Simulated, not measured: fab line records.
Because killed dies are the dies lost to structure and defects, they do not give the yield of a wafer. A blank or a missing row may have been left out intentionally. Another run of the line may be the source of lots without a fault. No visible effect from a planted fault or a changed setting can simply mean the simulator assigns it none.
fab line records -- flow n5-finfet
record: lots: 12, wafers: 33, last-day: 18
route steps=1938 shown BEOL_M8@1366 PASSIVATION@1936
lots with no fault: from the same line, run without faults
start-h: hours from the record's opening day to when the first of the lot's shown wafers began -- wait-h: time in hours since the lot's previous step -- " the same as in the row above -- L1.1+2: several wafers, shown together as one row -- - value missing, or start not given -- * or withheld: withheld -- < > ~ a bound
route shown NAME@n: a module of which the file shows steps, and the number in the route of the first -- usual: mean and standard deviation over wafers with no fault -- same: alike in all rows -- chamber/n: place in a boat -- sites: each site's reading -- _std_site: how widely they spread, as a standard deviation -- _edge_site: inner sites' mean taken away from outer sites' mean -- radius-mm: for every site, how far away it sits from the centre of the wafer -- mask NAME#n: copy n -- behind: tool/chamber where the wafer was last shaped -- hold: why the lot went on hold/how many hours it stayed there/how the hold came to an end -- device: names the non-switching transistor (n, p or np) -- end of line: at the end of the route, the tests of the same wafers -- step lacking rows: just its recipe -- killed: not the wafer's yield, but the dies lost to structure and defects at the first sort -- map: dies across one wafer; x = killed, . = not, _ = none there
set.NAME: the setting as run; set.NAME@STEP: as run at that earlier step -- model.NAME: the simulator's own value behind a step, which no gauge read
a sample of lots followed through the steps of the route, with each step as a table and each wafer as a row
services: a tool's chamber out of use, with start hour (start-h, from the record's first day; less than 0 if before it), hours out, and reason
== steps ==
step: N5_BEOL_M8_OVL_MEAS_29
recipe: points-per-wafer: 522
usual: V7_OVL: 0.0/0.82
lot.wafer,tool,chamber,start-h,wait-h,V7_OVL[nm]
L556.1,overlay-01,0,197.96,0.0,-0.6
L556.4,overlay-01,0,197.96,0.0,-0.3
L556.5,overlay-01,0,197.96,0.0,-0.4
L557.2,overlay-01,0,208.32,0.0,0.0
L557.4,overlay-01,0,208.32,0.0,-0.7
L557.6,overlay-01,0,208.32,0.0,-0.5
L558.1,overlay-02,0,218.76,0.0,-1.1
L558.2,overlay-02,0,218.76,0.0,1.2
L558.4,overlay-02,0,218.76,0.0,1.7
L559.1,overlay-01,0,218.93,0.0,0.1
L559.2,overlay-01,0,218.93,0.0,0.6
L559.5,overlay-01,0,218.93,0.0,-0.9
L560.2,overlay-01,0,229.40,0.0,1.0
L560.4,overlay-01,0,229.40,0.0,0.4
L560.6,overlay-01,0,229.40,0.0,0.6
L561.2,overlay-02,0,229.66,0.0,1.4
L562.5,overlay-01,0,238.84,0.0,0.9
L562.6,overlay-01,0,238.84,0.0,-0.8
L572.1,overlay-02,0,298.45,0.0,-0.1
L572.3,overlay-02,0,298.45,0.0,-0.8
L572.4,overlay-02,0,298.45,0.0,0.2
L574.1,overlay-01,0,313.65,0.0,1.5
L574.2,overlay-01,0,313.65,0.0,-0.8
L574.4,overlay-01,0,313.65,0.0,0.0
L576.1,overlay-02,0,316.55,0.0,-0.9
L576.5,overlay-02,0,316.55,0.0,-1.2
L576.6,overlay-02,0,316.55,0.0,0.1
L578.1,overlay-02,0,343.81,0.0,0.2
L578.4,overlay-02,0,343.81,0.0,-0.9
L578.5,overlay-02,0,343.81,0.0,0.3
L579.1,overlay-02,0,351.31,0.0,-0.7
L579.3,overlay-02,0,351.31,0.0,-0.1
L579.5,overlay-02,0,351.31,0.0,-1.1
step: N5_BEOL_M8_STRIP_36
recipe: chemistry: N2/H2, power-w: 450, temp-c: 40, pressure-mtorr: 20, rf-frequency-hz: 6e+07, overash-fraction: 0.3, bias-power-w: 7, h2-frac: 0.5, n2-flow-sccm: 200, h2-flow-sccm: 200
usual: drypump-motor-current-A: 5.6/0.46, oes-product-au: 0.81/0.069, rf-vpp-V: 59.2/1.4, showerhead-plenum-p-Torr: 2.55/0.097, throttle-valve-pct: 23.62/0.22
lot.wafer,tool,chamber,start-h,wait-h,drypump-motor-current-A,oes-product-au,rf-hours-counter-h,rf-vpp-V,showerhead-plenum-p-Torr,throttle-valve-pct
L556.1,rie-diel-06,1,198.31,0.0,6.2,0.85,47,59.5,2.70,23.86
L556.4,rie-diel-06,0,198.31,0.0,4.8,0.83,-,61.4,2.67,23.57
L556.5,rie-diel-06,1,198.31,0.0,6.2,0.86,-,61.0,2.70,23.84
L557.2,rie-diel-01,3,208.64,0.0,5.4,0.78,107,57.5,2.45,23.40
L557.4,rie-diel-01,0,208.64,0.0,6.2,0.69,236,59.4,2.51,24.08
L557.6,rie-diel-01,0,208.64,0.0,6.2,0.69,-,59.0,2.51,24.03
L558.1,rie-diel-05,2,219.08,0.0,5.7,0.86,83,60.5,2.46,23.82
L558.2,rie-diel-05,3,219.08,0.0,4.9,0.87,42,58.8,2.69,23.17
L558.4,rie-diel-05,1,219.08,0.0,6.1,0.88,32,59.6,2.58,23.38
L559.1,rie-diel-06,0,219.45,0.0,4.8,0.83,75,60.5,2.67,23.54
L559.2,rie-diel-06,1,219.45,0.0,6.2,0.86,54,57.3,2.69,23.87
L559.5,rie-diel-06,2,219.45,0.0,5.8,0.69,-,60.2,2.51,23.71
L560.2,rie-diel-01,2,229.72,0.0,5.3,0.75,132,60.0,2.44,23.72
L560.4,rie-diel-01,0,229.72,0.0,6.2,0.67,243,57.4,2.51,24.07
L560.6,rie-diel-01,1,229.72,0.0,5.6,0.67,-,59.7,2.49,23.79
L561.2,rie-diel-06,0,230.01,0.0,4.8,0.83,79,59.9,2.67,23.59
L562.5,rie-diel-06,0,239.16,0.0,4.8,0.81,-,59.4,2.67,23.58
L562.6,rie-diel-06,1,239.16,0.0,6.2,0.84,-,58.5,2.69,23.88
L572.1,rie-diel-01,1,298.77,0.0,5.7,0.97,3,56.6,2.48,23.47
L572.3,rie-diel-01,0,298.77,0.0,6.2,0.92,15,58.8,2.50,23.75
L572.4,rie-diel-01,3,298.77,0.0,5.4,0.76,145,58.2,2.43,23.48
L574.1,rie-diel-01,1,314.41,0.0,5.7,0.94,9,58.2,2.48,23.46
L574.2,rie-diel-01,3,314.41,0.0,5.3,0.75,152,58.2,2.43,23.47
L574.4,rie-diel-01,0,314.41,0.0,6.2,0.91,21,56.7,2.50,23.76
L576.1,rie-diel-05,3,316.88,0.0,5.0,0.81,76,60.5,2.68,23.23
L576.5,rie-diel-05,0,316.88,0.0,5.5,0.81,-,59.5,2.45,23.47
L576.6,rie-diel-05,3,316.88,0.0,5.0,0.84,-,58.3,2.68,23.24
L578.1,rie-diel-05,1,344.28,0.0,6.1,0.83,77,58.2,2.56,23.43
L578.4,rie-diel-05,0,344.28,0.0,5.5,0.78,97,58.5,2.45,23.49
L578.5,rie-diel-05,0,344.28,0.0,5.5,0.80,-,60.7,2.45,23.49
L579.1,rie-diel-01,3,351.64,0.0,5.4,0.74,162,59.0,2.43,23.46
L579.3,rie-diel-01,0,351.64,0.0,6.2,0.89,35,62.2,2.49,23.78
L579.5,rie-diel-01,2,351.64,0.0,5.3,0.72,-,59.5,2.42,23.78
step: N5_BEOL_M8_CD_MEAS_35
recipe: target-cd-nm: 40, polarity: opening
usual: cd-nm: 40.0/0.53
lot.wafer,tool,chamber,start-h,wait-h,cd-nm
L556.1,cd-sem-03,-,198.67,0.0,40.1
L556.4,cd-sem-03,-,198.67,0.0,40.2
L556.5,cd-sem-03,-,198.67,0.0,40.2
L557.2,cd-sem-02,-,208.99,0.0,40.7
L557.4,cd-sem-02,-,208.99,0.0,40.7
L557.6,cd-sem-02,-,208.99,0.0,40.5
L558.1,cd-sem-03,-,219.43,0.0,40.0
L558.2,cd-sem-03,-,219.43,0.0,40.1
L558.4,cd-sem-03,-,219.43,0.0,40.3
L559.1,cd-sem-03,-,219.80,0.0,39.3
L559.2,cd-sem-03,-,219.80,0.0,39.7
L559.5,cd-sem-03,-,219.80,0.0,39.5
L560.2,cd-sem-01,-,230.07,0.0,40.1
L560.4,cd-sem-01,-,230.07,0.0,39.7
L560.6,cd-sem-01,-,230.07,0.0,39.6
L561.2,cd-sem-02,-,230.47,0.0,39.9
L562.5,cd-sem-02,-,239.50,0.0,38.9
L562.6,cd-sem-02,-,239.50,0.0,39.7
L572.1,cd-sem-01,-,299.13,0.0,41.3
L572.3,cd-sem-01,-,299.13,0.0,40.1
L572.4,cd-sem-01,-,299.13,0.0,41.1
L574.1,cd-sem-01,-,314.76,0.0,40.4
L574.2,cd-sem-01,-,314.76,0.0,40.0
L574.4,cd-sem-01,-,314.76,0.0,40.3
L576.1,cd-sem-03,-,317.23,0.0,39.3
L576.5,cd-sem-03,-,317.23,0.0,39.7
L576.6,cd-sem-03,-,317.23,0.0,39.5
L578.1,cd-sem-03,-,344.64,0.0,39.4
L578.4,cd-sem-03,-,344.64,0.0,39.7
L578.5,cd-sem-03,-,344.64,0.0,39.7
L579.1,cd-sem-02,-,352.09,0.0,39.8
L579.3,cd-sem-02,-,352.09,0.0,40.9
L579.5,cd-sem-02,-,352.09,0.0,40.0
step: N5_BEOL_M8_CVD_78
recipe: material: Co, target-thk-a: 20, temp-c: withheld, precursor: CCTBA/H2, pressure-torr: 30, time-s: 142.3
usual: run-length-s: 165.6/0.43
lot.wafer,tool,chamber,start-h,wait-h,run-length-s
L556.1,cvd-co-02,0,199.58,0.1,165.8
L556.4,cvd-co-02,2,199.58,0.1,165.3
L556.5,cvd-co-02,1,199.58,0.1,165.1
L557.2,cvd-co-01,2,210.16,0.1,165.1
L557.4,cvd-co-01,1,210.16,0.1,166.2
L557.6,cvd-co-01,1,210.16,0.1,165.3
L558.1,cvd-co-01,2,220.55,0.0,165.0
L558.2,cvd-co-01,1,220.55,0.0,165.6
L558.4,cvd-co-01,1,220.55,0.0,165.8
L559.1,cvd-co-01,1,220.64,0.1,165.6
L559.2,cvd-co-01,0,220.64,0.1,165.7
L559.5,cvd-co-01,1,220.64,0.1,165.4
L560.2,cvd-co-01,1,231.18,0.2,163.4
L560.4,cvd-co-01,2,231.18,0.2,165.0
L560.6,cvd-co-01,0,231.18,0.2,163.7
L561.2,cvd-co-01,0,232.19,0.6,163.8
L562.5,cvd-co-01,0,240.60,0.1,165.9
L562.6,cvd-co-01,1,240.60,0.1,163.7
L572.1,cvd-co-02,1,300.02,0.1,165.2
L572.3,cvd-co-02,0,300.02,0.1,165.5
L572.4,cvd-co-02,1,300.02,0.1,165.1
L574.1,cvd-co-01,2,316.20,0.3,165.0
L574.2,cvd-co-01,0,316.20,0.3,166.5
L574.4,cvd-co-01,0,316.20,0.3,166.4
L576.1,cvd-co-01,1,320.86,0.3,165.3
L576.5,cvd-co-01,1,320.86,0.3,165.2
L576.6,cvd-co-01,0,320.86,0.3,165.8
L578.1,cvd-co-01,2,345.82,0.2,165.5
L578.4,cvd-co-01,2,345.82,0.2,165.1
L578.5,cvd-co-01,0,345.82,0.2,165.9
L579.1,cvd-co-01,2,353.53,0.1,165.4
L579.3,cvd-co-01,2,353.53,0.1,165.5
L579.5,cvd-co-01,0,353.53,0.1,165.7
step: N5_PASSIVATION_PROBE_49
usual: defect-limited-yield: 91.5/1.3, killed_at_M0_to_M3: 33/11, killed_at_M4_up: 14/5.3, killed-at-contacts: 11/6.3, killed-at-front-end: 38/10, killed-at-other: 3.7/2.8, killed-dies: 101/16, killed-open: 67/12, killed-short: 32/7.4, sort_bin_5_function: 5.0/0.86, sort_bin_6_memory: 3.2/0.69, sort_bin_8_speed: 0.00/0.007, sort-n-pass: 1079/16, sort-yield-pct: 91.5/1.3
same: gross-dies: 1180, killed-at-back-side: 0, sort_bin_4_leakage[%]: 0
lot.wafer,tool,chamber,start-h,wait-h,defect-limited-yield[%],killed_at_M0_to_M3,killed_at_M4_up,killed-at-contacts,killed-at-front-end,killed-at-other,killed-dies,killed-open,killed-short,sort_bin_5_function[%],sort_bin_6_memory[%],sort_bin_8_speed[%],sort-n-pass,sort-yield-pct[%]
L561.2,prober-01,-,304.29,0.1,90.5,31,10,23,46,2,112,72,40,5.0,4.3,0,1068,90.5
killed by level:class
L561.2 MOL_CONTACT_COAG:geometric-particle:open=20 FIN_SAQP:geometric-particle:short=11 BEOL_M1:geometric-particle:open=8 GATE_CUT:geometric-particle:short=7 BEOL_M0_SAQP:geometric-particle:short=6 FIN_SAQP:geometric-particle:open=5 ILD0:geometric-particle:short=5 BEOL_M0_SAQP:geometric-particle:open=5
== services ==
tool,chamber,start-h,hours,kind
rie-diel-06,-,186.01,2.8,pm
cvd-co-01,2,189.17,15.3,repair
rie-diel-06,2,193.07,5.0,repair
cvd-co-01,1,205.77,4.3,repair
cvd-co-01,0,208.60,9.6,repair
cvd-co-02,-,227.63,6.0,pm
cvd-co-02,-,243.17,20.8,repair
rie-diel-01,0,246.77,-,clean
rie-diel-01,0,246.77,-,consumable-replace:focus-ring
rie-diel-06,0,248.46,12.2,repair
rie-diel-06,2,253.30,11.7,repair
cvd-co-02,-,313.75,2.8,pm
rie-diel-06,0,323.11,6.4,repair
cvd-co-02,1,323.28,5.4,repair
cvd-co-01,2,325.04,3.4,repair
rie-diel-05,-,328.94,1.0,repair
rie-diel-06,1,331.98,7.0,repair
cvd-co-01,1,333.33,-,clean
cvd-co-01,1,333.33,22.0,scheduled-down
cvd-co-01,1,333.33,22.0,vent-cycle
rie-diel-01,3,338.74,10.4,repair
rie-diel-06,2,343.55,9.0,repair
cvd-co-02,-,344.12,0.5,repair
rie-diel-01,1,346.23,5.1,repair
== key ==
first-sign: step: N5_BEOL_M8_CVD_78, reading: run-length-s, direction: down, sigmas: 4.4, usual: *, struck: *
effect none on later readings
met-at N5_BEOL_M8_CVD_78
struck-lots L560,L561,L562
struck-wafers L560.2,L560.6,L561.2,L562.6
not-acting-at N5_BEOL_M8_OVL_MEAS_29,N5_BEOL_M8_STRIP_36,N5_BEOL_M8_CD_MEAS_35
onset-between 220.64 231.18
fault: kind: process-parameter-drift, tool: cvd-co-01, chamber: -, onset-h: 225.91, steps: N5_BEOL_M8_CVD_78, channel: time-s, offset: *, shape: step, end-h: 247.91, scope: struck-wafers-only, acts-in: *, stated: *
